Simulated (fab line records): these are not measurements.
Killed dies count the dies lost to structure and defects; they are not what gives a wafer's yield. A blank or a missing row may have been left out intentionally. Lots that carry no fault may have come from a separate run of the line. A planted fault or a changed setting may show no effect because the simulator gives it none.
fab line records	flow n5-finfet
record: lots: 7	wafers: 19	last-day: 19
route steps=1938 shown MIM_BOT_ETCH@1867 PASS1_CAP@1873 TV_LITHO@1875 PASSIVATION@1936
lots that met no fault: taken from a fault-free run of the same line
start-h: the number of hours between the record's first day and the start of the first shown wafer of the lot	wait-h: hours since the lot's step before	" identical to the entry in the row above	L1.1+2: a row that stands for several wafers	- no value present, or no start provided	* or withheld: withheld	< > ~ a bound
route shown NAME@n: NAME is a module with steps in the file, n the number in the route of the first one	usual: mean/standard deviation of fault-free wafers	same: alike in all rows	chamber/n: place in a boat	sites: readings site by site	_std_site: standard deviation of those values	_edge_site: mean of outer sites minus mean of inner sites	radius-mm: how far each site lies from the wafer's centre	mask NAME#n: copy n	behind: the most recent tool/chamber to have shaped the wafer	hold: what put the lot on hold/how long, in hours/how the hold closed	device: the n, p or np transistor that did not switch	end of line: the route-end tests of the same wafers	step lacking rows: just its recipe	killed: the dies lost at the first sort to structure and to defects; this is not the yield of the wafer	map: shows each die of a wafer: x if killed, . if not, _ if none is there
set.NAME: setting as actually run; set.NAME@STEP: the setting as run at that earlier step	model.NAME: the simulator's own value behind a step, which no gauge read
a table for each step, a row for each wafer; lots at some steps of the route
services: a tool's chamber out of use, with start hour (start-h, from the record's first day; less than 0 if before it), hours out, and reason
== steps ==
step: N5_MIM_BOT_ETCH_ETCH_03
recipe: chemistry: Cl2/BCl3	target-depth-a: 120	pressure-mtorr: 8	icp-w: 800	bias-w: 100	Cl2_flow_sccm: 20	bcl3-flow-sccm: 80
usual: drypump-motor-current-A: 5.4/0.34	oes-product-au: 0.80/0.11	rf-fwd-power-W: 794.6/2.1	throttle-valve-pct: 27.6/0.39
lot.wafer	tool	chamber	start-h	wait-h	drypump-motor-current-A	oes-product-au	rf-fwd-power-W	rf-hours-counter-h	throttle-valve-pct
L907.3	rie-metal-01	0	291.26	0.1	5.1	0.77	797.8	-	27.7
L907.4	"	1	"	"	6.0	0.67	793.7	-	28.3
L907.6	"	1	"	"	6.0	0.66	797.4	-	28.3
L910.2	rie-metal-01	1	311.11	0.1	5.9	0.67	795.6	98	28.3
L910.4	"	1	"	"	5.9	0.66	792.9	-	28.3
L910.5	"	0	"	"	5.1	0.78	793.3	-	27.6
L912.2	rie-metal-02	1	315.45	0.1	5.2	0.96	789.6	-	27.2
L912.3	"	1	"	"	5.2	0.96	794.1	-	27.3
L914.3	rie-metal-02	1	316.93	0.1	5.2	0.96	798.3	-	27.3
L914.4	"	1	"	"	5.2	0.95	793.5	-	27.3
L921.4	rie-metal-01	0	361.32	0.1	5.1	0.76	796.3	-	27.7
L921.5	"	1	"	"	6.0	0.66	796.5	-	28.3
L921.6	"	0	"	"	5.1	0.75	792.9	-	27.7
L922.1	rie-metal-03	0	376.43	0.1	5.1	0.65	795.8	95	27.7
L922.2	"	1	"	"	5.7	0.79	793.3	37	27.9
L922.5	"	1	"	"	5.7	0.79	792.7	-	27.9
L928.2	rie-metal-02	1	437.69	0.1	5.1	0.88	794.1	15	27.3
L928.4	"	0	"	"	5.2	0.82	793.4	-	27.3
L928.5	"	1	"	"	5.1	0.88	790.6	-	27.3
step: N5_MIM_BOT_ETCH_ETCH_00
recipe: chemistry: Cl2/BCl3	target: TiN	target-depth-a: 455	ion-energy-ev: 150	pressure-mtorr: 10	icp-w: 1000	bias-w: 126	Cl2_flow_sccm: 53.25	bcl3-flow-sccm: 21.75	Ar_flow_sccm: 25
usual: drypump-motor-current-A: 5.4/0.34	oes-product-au: 0.79/0.1	rf-fwd-power-W: 994.7/2.8	throttle-valve-pct: 22.0/0.31
lot.wafer	tool	chamber	start-h	wait-h	drypump-motor-current-A	oes-product-au	rf-fwd-power-W	rf-hours-counter-h	throttle-valve-pct
L907.3	rie-metal-01	0	291.36	0.1	5.2	0.77	993.7	-	22.0
L907.4	"	1	"	"	6.0	0.67	997.2	-	22.6
L907.6	"	1	"	"	6.0	0.67	992.8	-	22.6
L910.2	rie-metal-01	1	311.20	0.1	6.0	0.67	996.0	98	22.6
L910.4	"	1	"	"	6.0	0.66	994.9	-	22.6
L910.5	"	0	"	"	5.1	0.77	995.0	-	22.0
L912.2	rie-metal-02	1	315.64	0.2	5.2	0.96	997.9	-	21.7
L912.3	"	1	"	"	5.2	0.96	993.8	-	21.7
L914.3	rie-metal-02	1	317.13	0.2	5.2	0.95	992.6	-	21.7
L914.4	"	1	"	"	5.1	0.95	992.4	-	21.7
L921.4	rie-metal-01	0	361.42	0.1	5.1	0.75	996.1	-	22.0
L921.5	"	1	"	"	6.0	0.66	1000.1	-	22.6
L921.6	"	0	"	"	5.1	0.75	994.8	-	22.0
L922.1	rie-metal-03	0	376.52	0.1	5.1	0.66	996.0	95	22.1
L922.2	"	1	"	"	5.7	0.79	992.6	37	22.2
L922.5	"	1	"	"	5.7	0.78	986.9	-	22.2
L928.2	rie-metal-02	1	437.81	0.1	5.2	0.89	994.8	15	21.7
L928.4	"	0	"	"	5.2	0.82	993.1	-	21.8
L928.5	"	1	"	"	5.1	0.89	991.1	-	21.7
step: N5_MIM_BOT_ETCH_STRIP_01
recipe: chemistry: O2	power-w: 600	temp-c: 60	pressure-mtorr: 30	rf-frequency-hz: 6e+07	bias-power-w: 0	overash-fraction: 0.5	o2-flow-sccm: 225
usual: drypump-motor-current-A: 5.6/0.47	oes-product-au: 0.80/0.078	rf-vpp-V: 3.5/1.3	showerhead-plenum-p-Torr: 2.11/0.081	throttle-valve-pct: 16.68/0.24
lot.wafer	tool	chamber	start-h	wait-h	drypump-motor-current-A	oes-product-au	rf-hours-counter-h	rf-vpp-V	showerhead-plenum-p-Torr	throttle-valve-pct
L907.3	rie-diel-05	2	291.52	0.1	5.2	0.88	49	2.0	2.21	16.32
L907.4	"	1	"	"	5.1	0.90	36	4.2	2.15	16.77
L907.6	"	0	"	"	6.5	0.72	-	2.6	1.98	16.68
L910.2	rie-diel-06	0	311.34	0.1	5.8	0.87	75	1.5	2.20	16.67
L910.4	"	3	"	"	6.0	0.75	168	3.5	2.20	17.00
L910.5	"	1	"	"	5.8	0.73	-	3.8	2.00	16.80
L912.2	rie-diel-05	3	315.86	0.2	5.6	0.91	17	2.9	2.14	16.68
L912.3	"	1	"	"	5.2	0.89	44	3.3	2.15	16.79
L914.3	rie-diel-05	1	317.43	0.3	5.2	0.90	45	3.5	2.15	16.80
L914.4	"	3	"	"	5.6	0.88	-	4.7	2.14	16.63
L921.4	rie-diel-06	0	361.52	0.1	5.8	0.82	92	3.4	2.20	16.70
L921.5	"	3	"	"	6.0	0.73	-	2.3	2.20	16.98
L921.6	"	0	"	"	5.8	0.84	-	3.4	2.19	16.68
L922.1	rie-diel-06	1	376.66	0.1	5.8	0.70	208	5.3	1.99	16.89
L922.2	"	2	"	"	4.9	0.88	51	6.3	2.06	16.19
L922.5	"	1	"	"	5.8	0.71	-	2.5	1.99	16.89
L928.2	rie-diel-05	3	438.02	0.2	5.5	0.83	63	6.9	2.13	16.73
L928.4	"	0	"	"	6.4	0.96	2	1.5	1.97	16.34
L928.5	"	1	"	"	5.2	0.81	-	3.9	2.13	16.87
step: N5_MIM_BOT_ETCH_STRIP_02
recipe: chemistry: post-etch-residue-remover	time-s: 1200	temp-c: 72.5
step: N5_MIM_BOT_ETCH_CLEAN_05
recipe: chemistry: IPA	time-s: 180	temp-c: 25
step: N5_MIM_BOT_ETCH_SRD_06
recipe: dry: ipa-marangoni	time-s: 30	temp-c: 23	rinse-liquid: diw
step: N5_PASSIVATION_PECVD_55
recipe: material: SiO2	target-thk-a: 4000	temp-c: 400	precursor: SiH4/N2O	pressure-torr: 2.7	rf-w: 608	time-s: 22.5
usual: heater-power-w: 682/110	rf-fwd-power-W: 601.1/2.6	showerhead-plenum-p-Torr: 8.21/0.1	showerhead-vpp-V: 1543/27	throttle-valve-pct: 51.7/2.5
lot.wafer	tool	chamber	start-h	wait-h	heater-power-w	rf-fwd-power-W	showerhead-plenum-p-Torr	showerhead-vpp-V	since-wet-clean-h	throttle-valve-pct
L907.3	pecvd-01	0	292.06	0.0	680	604.3	8.05	1549	1177	52.7
L907.4	"	1	"	"	672	601.4	8.25	1550	-	51.3
L907.6	"	2	"	"	622	602.3	8.28	1599	-	51.7
L910.2	pecvd-03	1	311.84	0.0	721	602.1	8.23	1522	1559	50.1
L910.4	"	2	"	"	609	598.8	8.29	1522	-	47.2
L910.5	"	1	"	"	742	600.6	8.22	1548	-	49.6
L912.2	pecvd-01	1	316.36	0.0	673	605.4	8.26	1551	1926	51.3
L912.3	"	2	"	"	626	602.6	8.29	1557	413	51.9
L914.3	pecvd-03	2	317.93	0.0	638	600.1	8.27	1525	59	47.2
L914.4	"	0	"	"	556	599.1	8.23	1526	-	50.4
L921.4	pecvd-04	1	362.04	0.0	702	597.2	8.29	1543	-	54.0
L921.5	"	2	"	"	744	605.2	8.22	1497	-	50.5
L921.6	"	0	"	"	915	600.5	7.95	1554	-	57.6
L922.1	pecvd-04	1	377.17	0.0	791	600.3	8.31	1551	2169	54.0
L922.2	"	2	"	"	728	605.6	8.23	1516	689	50.7
L922.5	"	1	"	"	834	600.2	8.30	1541	-	54.1
L928.2	pecvd-03	0	438.56	0.0	558	600.1	8.22	1492	961	51.1
L928.4	"	2	"	"	649	598.9	8.28	1524	-	47.9
L928.5	"	1	"	"	725	598.5	8.23	1527	-	49.9
step: N5_PASSIVATION_PECVD_01
recipe: material: SiNx	target-thk-a: 2000	temp-c: 400	precursor: SiH4/NH3/N2	pressure-torr: 4.9	rf-w: 1406	time-s: 43.2
usual: heater-power-w: 394/110	rf-fwd-power-W: 1395/4.5	showerhead-plenum-p-Torr: 8.71/0.07	showerhead-vpp-V: 2345/42	throttle-valve-pct: 29.2/1.4
lot.wafer	tool	chamber	start-h	wait-h	heater-power-w	rf-fwd-power-W	showerhead-plenum-p-Torr	showerhead-vpp-V	since-wet-clean-h	throttle-valve-pct
L907.3	pecvd-01	0	292.09	0.0	408	1393	8.60	2371	1177	29.6
L907.4	"	1	"	"	532	1394	8.73	2409	-	29.2
L907.6	"	2	"	"	242	1392	8.76	2442	-	29.1
L910.2	pecvd-03	1	311.87	0.0	351	1391	8.71	2303	1560	28.1
L910.4	"	2	"	"	300	1398	8.75	2322	-	26.4
L910.5	"	1	"	"	361	1402	8.72	2310	-	28.1
L912.2	pecvd-01	1	316.40	0.0	471	1400	8.73	2385	1927	28.8
L912.3	"	2	"	"	262	1399	8.74	2365	413	29.1
L914.3	pecvd-03	2	317.97	0.0	368	1392	8.73	2307	59	26.7
L914.4	"	0	"	"	176	1398	8.68	2270	-	28.6
L921.4	pecvd-04	1	362.08	0.0	512	1389	8.79	2301	-	30.4
L921.5	"	2	"	"	388	1400	8.73	2293	-	28.4
L921.6	"	0	"	"	647	1392	8.54	2345	-	32.6
L922.1	pecvd-04	1	377.20	0.0	416	1398	8.74	2326	2169	30.4
L922.2	"	2	"	"	470	1400	8.74	2240	689	28.3
L922.5	"	1	"	"	433	1399	8.77	2303	-	30.3
L928.2	pecvd-03	0	438.59	0.0	288	1401	8.73	2312	961	29.0
L928.4	"	2	"	"	360	1394	8.75	2347	-	27.2
L928.5	"	1	"	"	368	1390	8.73	2301	-	28.3
step: N5_PASSIVATION_HMDS_03
recipe: time-s: 60	temp-c: 120
step: N5_PASSIVATION_COAT_04
recipe: spin-rpm: *	resist-thk-nm: *
step: N5_PASSIVATION_EBR_06
recipe: solvent: PGMEA	ebr-width-mm: 1.5
step: N5_PASSIVATION_SOFTBAKE_05
recipe: temp-c: 100	time-s: 90
step: N5_PASSIVATION_EXPOSE_07
recipe: mask-id: TV	na: 0.55	source-shape: conventional	sigma-outer: 0.8	polarization: unpolarized	defocus-nm: 0	target-cd-nm: 3000	dose-mj: 22.75
lot.wafer	tool	chamber	start-h	wait-h	mask
L907.3+4+6	krf-scanner-01	0	292.71	-	TV#0
L910.2+4+5	krf-scanner-01	0	312.21	-	TV#0
L912.2+3	krf-scanner-01	0	317.16	-	TV#0
L914.3+4	krf-scanner-01	0	318.17	-	TV#0
L921.4+5+6	krf-scanner-02	0	362.56	-	TV#0
L922.1+2+5	krf-scanner-02	0	379.74	-	TV#0
L928.2+4+5	krf-scanner-01	0	439.23	-	TV#0
step: N5_PASSIVATION_PEB_08
recipe: peb-temp-c: withheld	peb-time-s: *
step: N5_PASSIVATION_DEVELOP_09
recipe: develop-time-s: 60	rinse-liquid: diw	dry: air-spin	dev-temp-c: 21
step: N5_PASSIVATION_HARDBAKE_11
recipe: temp-c: 130	time-s: 120
step: N5_PASSIVATION_CD_MEAS_10
recipe: target-cd-nm: 3000	landing-energy-ev: 500	detector: se-inlens
usual: cd-nm: 3000.3/1.8
lot.wafer	tool	chamber	start-h	wait-h	cd-nm
L907.3	cd-sem-01	0	292.87	-	3001.4
L907.4	"	0	"	"	3000.0
L907.6	"	0	"	"	3002.0
L910.2	cd-sem-03	0	312.38	-	3001.1
L910.4	"	0	"	"	3002.4
L910.5	"	0	"	"	3012.8
L912.2	cd-sem-01	0	317.33	-	3005.8
L912.3	"	0	"	"	3013.1
L914.3	cd-sem-02	0	318.34	-	3009.7
L914.4	"	0	"	"	2995.0
L921.4	cd-sem-01	0	362.72	-	3000.2
L921.5	"	0	"	"	2999.4
L921.6	"	0	"	"	2999.1
L922.1	cd-sem-01	0	379.92	-	2999.5
L922.2	"	0	"	"	2998.0
L922.5	"	0	"	"	2997.3
L928.2	cd-sem-02	0	439.40	-	3002.4
L928.4	"	0	"	"	3000.3
L928.5	"	0	"	"	3001.4
step: N5_PASSIVATION_OVL_MEAS_60
recipe: points-per-wafer: 44
usual: TV_OVL: -2/5.3
lot.wafer	tool	chamber	start-h	wait-h	TV_OVL[nm]
L907.3	overlay-01	0	292.90	0.0	-15
L907.4	"	0	"	"	-10
L907.6	"	0	"	"	-7
L910.2	overlay-02	0	312.41	0.0	-6
L910.4	"	0	"	"	-1
L910.5	"	0	"	"	-11
L912.2	overlay-01	0	317.36	0.0	-1
L912.3	"	0	"	"	0
L914.3	overlay-02	0	318.36	0.0	3
L914.4	"	0	"	"	-1
L921.4	overlay-02	0	362.75	0.0	-1
L921.5	"	0	"	"	8
L921.6	"	0	"	"	0
L922.1	overlay-01	0	379.95	0.0	5
L922.2	"	0	"	"	-5
L922.5	"	0	"	"	1
L928.2	overlay-01	0	439.43	0.0	-14
L928.4	"	0	"	"	-2
L928.5	"	0	"	"	0
step: N5_PASSIVATION_PROBE_49
usual: defect-limited-yield: 91.0/1.6	killed_at_M0_to_M3: 35/11	killed_at_M4_up: 14/5.3	killed-at-contacts: 13/6.7	killed-at-front-end: 41/12	killed-at-other: 3.9/2.7	killed-dies: 106/19	killed-open: 70/14	killed-short: 35/8.8	sort_bin_4_leakage: 0.01/0.058	sort_bin_5_function: 5.3/1	sort_bin_6_memory: 3.3/0.81	sort-n-pass: 1073/19	sort-yield-pct: 91.0/1.6
same: gross-dies: 1180	killed-at-back-side: 0	sort_bin_8_speed[%]: 0
lot.wafer	tool	chamber	start-h	wait-h	defect-limited-yield[%]	killed_at_M0_to_M3	killed_at_M4_up	killed-at-contacts	killed-at-front-end	killed-at-other	killed-dies	killed-open	killed-short	sort_bin_4_leakage[%]	sort_bin_5_function[%]	sort_bin_6_memory[%]	sort-n-pass	sort-yield-pct[%]
L907.3	prober-02	-	303.33	0.1	93.6	39	4	10	22	1	76	47	28	0	3.9	2.1	1104	93.6
L907.4	prober-02	-	303.38	0.2	92.7	22	7	7	49	1	86	43	36	0	3.7	2.9	1094	92.7
L907.6	prober-02	-	303.48	0.3	92.4	30	9	16	35	0	90	53	36	0	4.7	2.8	1090	92.4
L910.2	prober-01	-	319.08	0.1	93.9	20	23	11	17	1	72	47	23	0	3.6	2.3	1108	93.9
L910.4	prober-01	-	319.18	0.2	91.5	31	20	13	34	2	100	58	38	0	4.9	3.4	1080	91.5
L910.5	prober-01	-	319.23	0.2	94.6	16	14	10	20	4	64	39	21	0	3.1	2.2	1116	94.6
L912.2	prober-01	-	324.03	0.1	91.9	22	13	7	48	6	96	62	33	0	5.1	2.7	1084	91.9
killed by level:class
L907.3 BEOL_M3:geometric-particle:open=8 MOL_CONTACT_COAG:geometric-particle:open=8 BEOL_M0_SAQP:geometric-particle:short=8 BEOL_M0_SAQP:geometric-particle:open=5 BEOL_M1:geometric-particle:open=5 BEOL_M2:geometric-particle:short=5 FIN_SAQP:geometric-particle:open=3 GATE_CUT:geometric-particle:open=3
L907.4 FIN_SAQP:geometric-particle:short=16 FIN_SAQP:geometric-particle:open=7 GATE_CUT:geometric-particle:short=7 BEOL_M2:geometric-particle:short=5 BEOL_M0_SAQP:geometric-particle:open=5 STARTING-WAFER:geometric-particle:open=5 HKMG_FIN:area-etch=5 MOL_CONTACT_COAG:geometric-particle:open=4
L907.6 MOL_CONTACT_COAG:geometric-particle:open=14 FIN_SAQP:geometric-particle:open=9 BEOL_M0_SAQP:geometric-particle:short=9 FIN_SAQP:geometric-particle:short=7 GATE_CUT:geometric-particle:short=6 BEOL_M2:geometric-particle:short=5 DUMMY_GATE:geometric-particle:open=5 BEOL_M2:geometric-particle:open=4
L910.2 BEOL_M4:geometric-particle:open=10 MOL_CONTACT_COAG:geometric-particle:open=6 BEOL_M0_SAQP:geometric-particle:open=6 MOL_CONTACT_COAG:geometric-particle:short=5 BEOL_M0_SAQP:geometric-particle:short=5 FIN_SAQP:geometric-particle:open=4 BEOL_M1:geometric-particle:open=4 FIN_SAQP:geometric-particle:short=3
L910.4 BEOL_M0_SAQP:geometric-particle:open=11 MOL_CONTACT_COAG:geometric-particle:open=9 BEOL_M4:geometric-particle:open=8 STI_FIN_REVEAL:geometric-particle:open=7 FIN_SAQP:geometric-particle:short=6 BEOL_M2:geometric-particle:open=6 MOL_CONTACT_COAG:geometric-particle:short=4 STI_FIN_REVEAL:geometric-particle:short=3
L910.5 MOL_CONTACT_COAG:geometric-particle:open=6 BEOL_M4:geometric-particle:open=6 BEOL_M0_SAQP:geometric-particle:short=5 GATE_CUT:geometric-particle:open=4 MOL_CONTACT_COAG:geometric-particle:short=4 BEOL_M3:geometric-particle:open=4 FIN_SAQP:geometric-particle:short=2 STI_FIN_REVEAL:geometric-particle:short=2
L912.2 STI_FIN_REVEAL:geometric-particle:open=14 BEOL_M0_SAQP:geometric-particle:short=10 FIN_SAQP:geometric-particle:open=9 FIN_SAQP:geometric-particle:short=8 DUMMY_GATE:geometric-particle:open=7 MOL_CONTACT_COAG:geometric-particle:open=7 BEOL_M5:geometric-particle:open=6 BEOL_M0_SAQP:geometric-particle:open=4
== services ==
tool	chamber	start-h	hours	kind
krf-scanner-02	-	269.53	2.5	repair
rie-diel-05	1	276.52	6.8	repair
krf-scanner-01	-	278.00	4.1	repair
rie-metal-01	0	295.29	6.3	repair
krf-scanner-01	-	306.98	1.3	pm
rie-metal-02	-	308.24	2.8	pm
rie-metal-02	0	311.09	7.3	repair
rie-diel-05	2	314.84	9.9	repair
krf-scanner-02	-	318.54	0.8	pm
pecvd-03	-	324.74	0.7	repair
rie-metal-01	-	326.54	1.4	pm
rie-metal-02	-	334.54	0.1	repair
krf-scanner-01	-	338.84	1.0	pm
rie-metal-01	-	340.17	2.8	pm
krf-scanner-01	-	344.04	0.8	pm
krf-scanner-02	-	350.95	1.3	pm
krf-scanner-01	-	360.42	11.6	pm
rie-metal-01	1	362.78	-	clean
rie-diel-05	3	386.33	11.0	repair
rie-diel-06	3	389.38	10.4	repair
krf-scanner-02	-	391.57	1.0	pm
pecvd-01	-	391.84	0.6	repair
pecvd-04	-	393.60	1.3	repair
krf-scanner-01	-	395.13	0.2	repair
== key ==
first-sign: step: N5_PASSIVATION_CD_MEAS_10	reading: cd-nm	direction: up	sigmas: 6.3	usual: 3000.3	struck: 3011.9
effect none on later readings
met-at N5_PASSIVATION_EXPOSE_07
struck-wafers L910.5,L912.3,L914.3
onset-between 292.71 312.21
fault: kind: process-parameter-drift	tool: krf-scanner-01	chamber: -	onset-h: 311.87	steps: N5_PASSIVATION_EXPOSE_07	channel: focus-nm	offset: 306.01	shape: step	end-h: 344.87	scope: struck-wafers-only
